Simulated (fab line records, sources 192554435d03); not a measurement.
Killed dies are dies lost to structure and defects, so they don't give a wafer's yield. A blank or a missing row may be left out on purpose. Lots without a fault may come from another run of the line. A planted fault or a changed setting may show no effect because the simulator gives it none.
fab line records | flow n5_finfet
record lots=7 wafers=21 last_day=18
route steps=1938 shown BEOL_M1@808
lots that met no fault: from a run of the same line without faults
start_h: hours from the record's first day to the start of the lot's first wafer shown | wait_h: hours since the lot's step before | " the same as in the row above | L1.1+2: a row that stands for several wafers | - no value, or no start given | * or withheld: withheld | < > ~ a bound
route shown NAME@n: a module of which the file shows steps, and the number in the route of the first | usual: mean/standard deviation of fault-free wafers | same: alike in all rows | chamber/n: place in a boat | sites: the reading at each site | _std_site: their standard deviation | _edge_site: outer sites' mean less inner sites' | radius_mm: how far each site lies from the wafer's centre | mask NAME#n: copy n | behind: the tool/chamber that last shaped the wafer | hold: why the lot was held/for how many hours/how that ended | device: the transistor (n, p or np) that didn't switch | end of line: the same wafers' tests at the end of the route | a step without rows: its recipe alone | killed: dies lost to structure and defects at the first sort, not the wafer's yield | map: a wafer's dies, x killed, . not, _ none there
set.NAME: the setting as run; set.NAME@STEP: as run at that earlier step | model.NAME: the simulator's own value behind a step, which no gauge read
lots at some steps of the route; a table a step, a row a wafer
services: from which hour (start_h, from the record's first day; less than 0 if before it) a tool's chamber was out of use, for how many hours, and why
## steps
# step N5_BEOL_M1_CD_MEAS_35
# recipe target_cd_nm=18 target_cd_y_nm=21 polarity=opening
# usual cd_nm=18.0/0.3
# columns lot.wafer tool chamber start_h wait_h cd_nm
L447.4 cd_sem-02 - 213.55 0.0 17.7
L447.5 " - " " 17.6
L447.6 " - " " 17.5
L448.1 cd_sem-03 - 228.62 0.0 18.0
L448.5 " - " " 18.4
L448.6 " - " " 18.4
L449.1 cd_sem-03 - 231.70 0.0 17.8
L449.4 " - " " 18.3
L449.6 " - " " 17.9
L450.1 cd_sem-01 - 234.88 0.0 17.9
L450.3 " - " " 17.7
L450.5 " - " " 17.5
L451.3 cd_sem-01 - 237.54 0.0 18.0
L451.4 " - " " 18.2
L451.6 " - " " 18.1
L452.1 cd_sem-03 - 240.96 0.0 18.3
L452.5 " - " " 17.7
L452.6 " - " " 18.1
L455.1 cd_sem-01 - 267.07 0.0 18.1
L455.4 " - " " 17.3
L455.6 " - " " 17.9
# step N5_BEOL_M1_DEGAS_44
# recipe ambient=vacuum temp_c=250 time_s=60
# usual heater_power_w=334/32
# columns lot.wafer tool chamber start_h wait_h heater_power_w
L447.4 pvd_sputter-01 - 213.86 0.3 322
L447.5 " - " " 330
L447.6 " - " " 343
L448.1 pvd_sputter-03 - 228.87 0.2 336
L448.5 " - " " 339
L448.6 " - " " 291
L449.1 pvd_sputter-01 - 232.18 0.5 293
L449.4 " - " " 331
L449.6 " - " " 342
L450.1 pvd_sputter-01 - 234.98 0.1 327
L450.3 " - " " 288
L450.5 " - " " 340
L451.3 pvd_sputter-03 - 237.75 0.2 292
L451.4 " - " " 407
L451.6 " - " " 394
L452.1 pvd_sputter-01 - 241.32 0.4 354
L452.5 " - " " 298
L452.6 " - " " 331
L455.1 pvd_sputter-02 - 267.51 0.4 372
L455.4 " - " " 325
L455.6 " - " " 290
# step N5_BEOL_M1_PRE_CLEAN_45
# recipe gas=H2/He time_s=30 temp_c=250
# step N5_BEOL_M1_ALD_84
# recipe material=TaN target_thk_a=* temp_c=275 ald_precursor_family=PDMAT ald_co_reactant=NH3 pressure_torr=3 carrier_flow_sccm=1500 pulse_time_s=2 purge_time_s=3 co_reactant_purge_time_s=2 co_reactant_pulse_time_s=3 ald_cycles=30 precursor_vessel_temp_c=75 precursor_vessel_pressure_torr=26.25 precursor_vessel_carrier_sccm=1000
# usual heater_power_w=415/30 mfc_carrier_sccm=1500/4.3
# same purge_time_s=3
# columns lot.wafer tool chamber start_h wait_h heater_power_w mfc_carrier_sccm
L447.4 ald_metal-02 2 213.96 0.0 394 1499
L447.5 " 1 " " 421 1501
L447.6 " 2 " " 377 1496
L448.1 ald_metal-02 1 228.97 0.0 432 1500
L448.5 " 0 " " 405 1504
L448.6 " 3 " " 452 1504
L449.1 ald_metal-04 0 232.29 0.1 445 1504
L449.4 " 2 " " 405 1495
L449.6 " 0 " " 433 1497
L450.1 ald_metal-03 2 235.08 0.0 387 1498
L450.3 " 3 " " 389 1490
L450.5 " 1 " " 475 1503
L451.3 ald_metal-04 1 237.85 0.0 440 1505
L451.4 " 3 " " 387 1489
L451.6 " 1 " " 441 1496
L452.1 ald_metal-03 0 241.44 0.1 397 1497
L452.5 " 0 " " 386 1504
L452.6 " 3 " " 388 1505
L455.1 ald_metal-02 2 267.61 0.0 389 1499
L455.4 " 1 " " 428 1502
L455.6 " 3 " " 451 1497
# step N5_BEOL_M1_SURFACE_TREAT_85
# recipe gas=Ar time_s=* ion_energy_ev=* ion_current_ma_cm2=0.5 pressure_mtorr=* ar_flow_sccm=30
# step N5_BEOL_M1_CVD_47
# recipe material=Co target_thk_a=30 temp_c=withheld precursor=CCTBA/H2 pressure_torr=30 time_s=223.8
# step N5_BEOL_M1_SPUTTER_48
# recipe material=Cu target_thk_a=45 temp_c=-20 chamber_pressure_pa=0.07 power_w=withheld time_s=8.29
# step N5_BEOL_M1_ANNEAL_49
# recipe temp_c=400 time_s=240 ambient=vacuum
# step N5_BEOL_M1_SPUTTER_79
# recipe material=Cu target_thk_a=45 temp_c=-20 chamber_pressure_pa=0.07 power_w=withheld time_s=8.29
# usual chamber_pressure_pa=0.07001/0.00014 chuck_gas_flow_sccm=1.26/0.05 throttle_valve_pct=29.5/1.2
# columns lot.wafer tool chamber start_h wait_h chamber_pressure_pa chuck_gas_flow_sccm throttle_valve_pct
L447.4 pvd_sputter-01 - 214.74 0.1 0.0698 1.21 30.7
L447.5 " - " " 0.06987 1.28 30.8
L447.6 " - " " 0.07015 1.25 29.0
L448.1 pvd_sputter-02 - 229.71 0.1 0.06995 1.31 27.2
L448.5 " - " " 0.07005 1.26 29.9
L448.6 " - " " 0.06998 1.29 27.4
L449.1 pvd_sputter-03 - 233.29 0.1 0.0699 1.15 29.2
L449.4 " - " " 0.06968 1.20 28.6
L449.6 " - " " 0.06971 1.27 28.6
L450.1 pvd_sputter-01 - 235.86 0.1 0.06996 1.30 30.5
L450.3 " - " " 0.06991 1.22 29.4
L450.5 " - " " 0.06996 1.30 27.7
L451.3 pvd_sputter-01 - 238.60 0.1 0.06966 1.18 29.5
L451.4 " - " " 0.06993 1.28 30.9
L451.6 " - " " 0.06972 1.25 31.0
L452.1 pvd_sputter-03 - 242.16 0.1 0.06998 1.25 29.3
L452.5 " - " " 0.06974 1.29 28.7
L452.6 " - " " 0.07004 1.29 29.1
L455.1 pvd_sputter-02 - 268.43 0.1 0.07012 1.28 27.5
L455.4 " - " " 0.06969 1.22 30.0
L455.6 " - " " 0.06993 1.24 30.7
# step N5_BEOL_M1_ANNEAL_80
# recipe temp_c=400 time_s=240 ambient=vacuum
# usual heater_power_w=825/81
# columns lot.wafer tool chamber start_h wait_h heater_power_w
L447.4 pvd_sputter-01 - 214.82 0.0 716
L447.5 " - " " 747
L447.6 " - " " 829
L448.1 pvd_sputter-02 - 229.79 0.0 900
L448.5 " - " " 750
L448.6 " - " " 905
L449.1 pvd_sputter-03 - 233.37 0.0 736
L449.4 " - " " 852
L449.6 " - " " 845
L450.1 pvd_sputter-01 - 235.94 0.0 752
L450.3 " - " " 856
L450.5 " - " " 802
L451.3 pvd_sputter-01 - 238.68 0.0 839
L451.4 " - " " 754
L451.6 " - " " 714
L452.1 pvd_sputter-03 - 242.24 0.0 732
L452.5 " - " " 855
L452.6 " - " " 719
L455.1 pvd_sputter-02 - 268.51 0.0 926
L455.4 " - " " 745
L455.6 " - " " 845
# step N5_BEOL_M1_SPUTTER_81
# recipe material=Cu target_thk_a=45 temp_c=-20 chamber_pressure_pa=0.07 power_w=withheld time_s=8.29
# step N5_BEOL_M1_ANNEAL_82
# recipe temp_c=400 time_s=240 ambient=vacuum
# step N5_BEOL_M1_SPUTTER_86
# recipe material=Cu target_thk_a=45 temp_c=-20 chamber_pressure_pa=0.07 power_w=withheld time_s=8.29
# usual chamber_pressure_pa=0.06998/0.00013 chuck_gas_flow_sccm=1.26/0.053 throttle_valve_pct=29.5/1.2
# columns lot.wafer tool chamber start_h wait_h chamber_pressure_pa chuck_gas_flow_sccm throttle_valve_pct
L447.4 pvd_sputter-01 - 215.18 0.1 0.06996 1.23 30.8
L447.5 " - " " 0.07005 1.18 30.9
L447.6 " - " " 0.06994 1.27 28.8
L448.1 pvd_sputter-02 - 230.15 0.1 0.07024 1.18 27.6
L448.5 " - " " 0.06991 1.30 29.6
L448.6 " - " " 0.07009 1.26 27.7
L449.1 pvd_sputter-03 - 233.73 0.1 0.07019 1.25 29.0
L449.4 " - " " 0.06998 1.30 28.5
L449.6 " - " " 0.06984 1.30 29.0
L450.1 pvd_sputter-01 - 236.30 0.1 - - -
L450.3 " - " " - - -
L450.5 " - " " - - -
L451.3 pvd_sputter-01 - 239.04 0.1 - - -
L451.4 " - " " - - -
L451.6 " - " " - - -
L452.1 pvd_sputter-03 - 242.60 0.1 - - -
L452.5 " - " " - - -
L452.6 " - " " - - -
L455.1 pvd_sputter-02 - 268.87 0.1 0.07006 1.22 27.5
L455.4 " - " " 0.06965 1.31 29.6
L455.6 " - " " 0.06996 1.27 30.7
# step N5_BEOL_M1_ANNEAL_87
# recipe temp_c=400 time_s=240 ambient=vacuum
# usual heater_power_w=824/81
# columns lot.wafer tool chamber start_h wait_h heater_power_w
L447.4 pvd_sputter-01 - 215.26 0.0 720
L447.5 " - " " 729
L447.6 " - " " 793
L448.1 pvd_sputter-02 - 230.23 0.0 901
L448.5 " - " " 751
L448.6 " - " " 905
L449.1 pvd_sputter-03 - 233.81 0.0 747
L449.4 " - " " 862
L449.6 " - " " 848
L450.1 pvd_sputter-01 - 236.38 0.0 748
L450.3 " - " " 841
L450.5 " - " " 805
L451.3 pvd_sputter-01 - 239.12 0.0 859
L451.4 " - " " 739
L451.6 " - " " 737
L452.1 pvd_sputter-03 - 242.68 0.0 723
L452.5 " - " " 837
L452.6 " - " " 731
L455.1 pvd_sputter-02 - 268.95 0.0 927
L455.4 " - " " 763
L455.6 " - " " 848
## services
# columns tool chamber start_h hours kind
ald_metal-04 - 219.47 1.0 repair
ald_metal-02 2 219.82 18.5 repair
## key
first_sign step=N5_BEOL_M1_SPUTTER_86 reading=tool_record direction=missing
effect none on later readings
met_at N5_BEOL_M1_SPUTTER_86
struck_wafers L450.1,L450.3,L450.5,L451.3,L451.4,L451.6,L452.1,L452.5,L452.6
rows_end L450.1,L450.3,L450.5,L451.3,L451.4,L451.6,L452.1,L452.5,L452.6
onset_between 233.73 236.30
fault kind=skipped_step_whole tool=pvd_sputter-01,pvd_sputter-03 chamber=- onset_h=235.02 steps=N5_BEOL_M1_SPUTTER_86 scope=struck_lots_only
# rows_end: these wafers met a further fault down the route, and their rows from its step on are left out
